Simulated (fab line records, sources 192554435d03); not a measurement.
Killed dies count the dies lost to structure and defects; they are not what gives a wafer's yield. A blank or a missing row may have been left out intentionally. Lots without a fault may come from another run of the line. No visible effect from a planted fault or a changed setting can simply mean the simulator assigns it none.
Split-lot trial ; flow n5 finfet ; 7 lots, 21 wafers read, on a route of 1938 steps

THE SPLIT
At N5_FIN_SAQP_SPACER1_ALD_24 (deposits SiO2, target thk 20.3 nm, pulse time 1 s, purge time 2 s), the setting ald cycles was moved away from the recipe's 218 on 8 of the 21 wafers read, by -4.6% to +13.8%. For the rest of the wafers, this setting stayed at what the recipe calls for.

FROM THE SPLIT TO THE READING: what the file shows between them, 2 steps
- N5_FIN_SAQP_SPACER1_ETCHBACK_25: etches SiO2 in CHF3/O2, target depth 24.4 nm, time 12.2 s
- N5_FIN_SAQP_MANDREL1_REMOVE_56: chemistry HBr/Cl2/O2, target a-Si, stops on SiNx, bt time 10 s

THE READING
Shown in nm: cd nm at N5_FIN_SAQP_CD_MEAS_27, with target cd 20 nm. A value of 20.30 nm with a standard deviation of 0.24 nm is what fault-free wafers of this fab line usually give.

wafer;tool, chamber at the split;ald cycles as run;against the recipe;cd nm, nm;against lot-mates on the recipe
L074.2;ald sin-01, 3;218;recipe;20.46;-
L074.3;ald sin-01, 1;218;recipe;20.54;-
L074.4;ald sin-01, 0;209;-4.1%;19.39;-1.11
L076.1;ald sin-02, 0;218;recipe;20.60;-
L076.3;ald sin-02, 3,2;248;+13.8%;23.48;+2.88
L076.6;ald sin-02, 3,2;248;+13.8%;22.70;+2.10
L082.1;ald sin-01, 0,2;208;-4.6%;19.51;-0.90
L082.4;ald sin-01, 0,2;208;-4.6%;19.20;-1.21
L082.5;ald sin-01, 0;218;recipe;20.41;-
L086.2;ald sin-02, 0,0,1;248;+13.8%;23.36;no lot-mate on the recipe
L086.5;ald sin-02, 0,0,1;248;+13.8%;23.16;no lot-mate on the recipe
L086.6;ald sin-02, 0,0,1;248;+13.8%;23.26;no lot-mate on the recipe
L094.2;ald sin-01, 1,0;218;recipe;20.43;-
L094.3;ald sin-01, 3;218;recipe;20.36;-
L094.4;ald sin-01, 1,0;218;recipe;20.50;-
L095.2;ald sin-03, 2,0,2;218;recipe;19.72;-
L095.4;ald sin-03, 2,0,2;218;recipe;20.12;-
L095.5;ald sin-03, 2,0,2;218;recipe;20.65;-
L097.1;ald sin-01, 2,0,3;218;recipe;20.24;-
L097.3;ald sin-01, 2,0,3;218;recipe;20.10;-
L097.6;ald sin-01, 2,0,3;218;recipe;20.16;-
When a row names more than one chamber, that row covers several wafers, and the file does not tell which wafer ran in which chamber.

THE FIT
A straight line over all 21 wafers: cd nm changes by +0.209 nm for each +1% of ald cycles; r = +0.98; the points scatter about the line by 0.25 nm.
The same after taking each lot's own level away (the mean of its wafers on the recipe; 18 wafers): +0.191 nm for each +1%; r = +0.97; scatter 0.25 nm.
That fit puts the effect of the largest move of ald cycles on the reading at 2.6 nm.
Across the lots, their own levels run from 20.163 to 20.600 nm, a range of 1.8 times the standard deviation given above.
The two slopes agree, so the slope changes little with the lot-to-lot level.
Check: for one of the wafers moved furthest among these (+13.8%), held out of the fit, the line's prediction against its lot-mates is +2.32 nm. Against them it came out at +2.88 nm.

THE OTHER SPLITS THESE WAFERS WENT THROUGH
Note: prior to the reading, these wafers also went through further splits. Each is held against what the fit with the lots' levels taken away leaves over:
other split on the same wafers;wafers away from the commonest value;r with cd nm (lot level and that fit taken away)
N5_ZERO_LAYER_EXPOSE_08 dose mj;7;-0.13
N5_WELL_APT_COAT_02 spin rpm;4;-0.54
N5_WELL_APT_EXPOSE_22 dose mj;7;-0.04
N5_WELL_APT_PEB_23 peb temp c;2;-0.28

THE WHOLE CHAIN: every reading that the file lists as answering this split, in the file's order
step;what it does;reading;change (the file's fit);r (the file's)
N5_FIN_SAQP_SPACER1_ALD_24;deposits SiO2, target thk 20.3 nm, pulse time 1 s, purge time 2 s;SiO2_of_FIN_SAQP_SPACER1_ALD_24.thk nm (the simulator's own value, which no gauge read);+0.206 nm for each +1% of the setting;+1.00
N5_FIN_SAQP_MANDREL1_REMOVE_56;chemistry HBr/Cl2/O2, target a-Si, stops on SiNx, bt time 10 s;FIN_SAQP.cd nm (the simulator's own value, which no gauge read);+0.208 nm for each +1% of the setting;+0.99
N5_FIN_SAQP_CD_MEAS_27;target cd 20 nm;cd nm;+0.192 nm for each +1% of the setting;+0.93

THE FILE'S OWN FIT
cd nm changes by +0.192 nm for each +1% of ald cycles, r = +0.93.
